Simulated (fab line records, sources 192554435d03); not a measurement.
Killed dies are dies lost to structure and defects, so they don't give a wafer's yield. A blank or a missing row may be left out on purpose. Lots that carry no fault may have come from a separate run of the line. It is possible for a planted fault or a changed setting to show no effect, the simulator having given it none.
Split-lot experiment ; flow n5_finfet ; 21 wafers read across 7 lots, on a route 1938 steps long

ON THE SPLIT
At N5_BEOL_M4_EXPOSE_25 (exposes mask V3, defocus 5 nm), the setting dose_mj was moved away from the recipe's 63 on 8 of the 21 wafers read, by -7.0% to +4.8%. This setting was run at the recipe's value on the other wafers.

FROM THE SPLIT TO THE READING: what the file shows between them, 2 steps
- N5_BEOL_M4_PEB_26: peb time 60 s
- N5_BEOL_M4_DEVELOP_27: develop time 30 s

THE READING
cd_nm, in nm, at N5_BEOL_M4_CD_MEAS_28 (target cd 26.2 nm, target cd y 24.1 nm). Typical for fault-free wafers on this fab line: 26.15 nm, with standard deviation 0.23 nm.

wafer;tool, chamber at the split;dose_mj as run;against the recipe;cd_nm, nm;against lot-mates on the recipe
L075.1;euv_scanner-01, 0;66.02;+4.8%;27.02;+1.09
L075.2;euv_scanner-01, 0;63;recipe;25.93;-
L075.6;euv_scanner-01, 0;66.02;+4.8%;27.23;+1.30
L076.1;euv_scanner-02, 0;65.52;+4.0%;26.96;+0.92
L076.3;euv_scanner-02, 0;63;recipe;26.08;-
L076.5;euv_scanner-02, 0;63;recipe;26.00;-
L080.2;euv_scanner-01, 0;61.16;-2.9%;25.34;-0.79
L080.3;euv_scanner-01, 0;63;recipe;25.98;-
L080.4;euv_scanner-01, 0;63;recipe;26.29;-
L083.3;euv_scanner-01, 0;63;recipe;26.29;-
L083.4;euv_scanner-01, 0;63;recipe;26.29;-
L083.5;euv_scanner-01, 0;59.18;-6.1%;24.88;-1.41
L084.1;euv_scanner-01, 0;58.58;-7.0%;24.68;-1.66
L084.2;euv_scanner-01, 0;63;recipe;26.34;-
L084.5;euv_scanner-01, 0;58.58;-7.0%;24.46;-1.88
L092.3;euv_scanner-01, 0;63;recipe;26.01;-
L092.4;euv_scanner-01, 0;63;recipe;25.98;-
L092.5;euv_scanner-01, 0;63;recipe;25.89;-
L094.1;euv_scanner-02, 0;61.5;-2.4%;25.57;-0.68
L094.4;euv_scanner-02, 0;63;recipe;26.32;-
L094.5;euv_scanner-02, 0;63;recipe;26.17;-

THE FIT
A straight line over all 21 wafers: cd_nm changes by +0.216 nm for each +1% of dose_mj; r = +0.98; the points scatter about the line by 0.15 nm.
The same after taking each lot's own level away (the mean of its wafers on the recipe; 21 wafers): +0.248 nm for each +1%; r = +0.99; scatter 0.087 nm.
On that fit, the largest move of dose_mj shifts the reading by 1.7 nm.
Across the lots, their own levels run from 25.930 to 26.340 nm, a range of 1.8 times the standard deviation given above.
So the slope is not independent of the lot-to-lot level: the two fits are not the same.
Check: with one of the wafers moved furthest among these (-7.0%) left out of the fit, the line predicts -1.78 nm for it against its lot-mates. It came out at -1.66 nm against them.

FURTHER SPLITS ON THESE WAFERS
These wafers also went through other splits before the reading. Each is held against what the fit with the lots' levels taken away leaves over:
other split on the same wafers;wafers away from the commonest value;r with cd_nm (lot level and that fit taken away)
N5_BEOL_M2_ETCH_64 source_w;6;-0.11
N5_BEOL_M3_COAT_22 spin_rpm;7;+0.17
N5_BEOL_M3_EXPOSE_25 dose_mj;9;-0.22

THE FILE'S OWN FIT
cd_nm changes by +0.247 nm for each +1% of dose_mj, r = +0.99.
